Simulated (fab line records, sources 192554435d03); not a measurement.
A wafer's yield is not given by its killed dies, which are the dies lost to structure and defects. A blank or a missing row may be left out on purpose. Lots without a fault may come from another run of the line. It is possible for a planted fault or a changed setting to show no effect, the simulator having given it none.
Matching of chambers :: flow n5 finfet :: N5_SD_EPI_N_DESCUM_14 on rie diel-04: 4 sister chambers
The step chemistry O2, time 7.9 s. 4 wafers are shown with their chamber, then 9 later ones without.

WAFERS WITH THEIR CHAMBER
wafer: L084.5
chamber: 3
showerhead plenum p Torr (Torr): 2.00

wafer: L086.1
chamber: 2
showerhead plenum p Torr (Torr): 2.18

wafer: L086.4
chamber: 1
showerhead plenum p Torr (Torr): 2.05

wafer: L086.5
chamber: 0
showerhead plenum p Torr (Torr): 2.23

WAFERS MISSING THEIR CHAMBER
wafer: L091.2
showerhead plenum p Torr (Torr): 1.99

wafer: L091.3
showerhead plenum p Torr (Torr): 2.17

wafer: L091.5
showerhead plenum p Torr (Torr): 2.22

wafer: L092.2
showerhead plenum p Torr (Torr): 2.17

wafer: L092.4
showerhead plenum p Torr (Torr): 2.05

wafer: L092.5
showerhead plenum p Torr (Torr): 2.22

wafer: L094.2
showerhead plenum p Torr (Torr): 2.22

wafer: L094.4
showerhead plenum p Torr (Torr): 2.05

wafer: L094.6
showerhead plenum p Torr (Torr): 2.22

WHICH CHAMBER EACH ONE RAN IN
wafer: L091.2
from the rows above: 3
in truth: 3

wafer: L091.3
from the rows above: 2
in truth: 2

wafer: L091.5
from the rows above: 0
in truth: 0

wafer: L092.2
from the rows above: 2
in truth: 2

wafer: L092.4
from the rows above: 1
in truth: 1

wafer: L092.5
from the rows above: 0
in truth: 0

wafer: L094.2
from the rows above: 0
in truth: 0

wafer: L094.4
from the rows above: 1
in truth: 1

wafer: L094.6
from the rows above: 0
in truth: 0
Correct placement for 9 of the 9. Not placeable from these rows: 0. Placed wrongly: 0.
How it was worked out, from the rows above alone: a wafer's distance from a chamber is the root of the sum, over the readings, of the square of ((its reading less the chamber's mean) divided by the reading's scatter). If the next closest chamber is less than 2 further off than the closest, the wafer can't be placed; otherwise it belongs to the closest. Each chamber's mean is taken over the wafers shown for it. The scatter: root of mean squared gap, hidden wafer to nearest shown wafer, with one shown wafer a chamber.
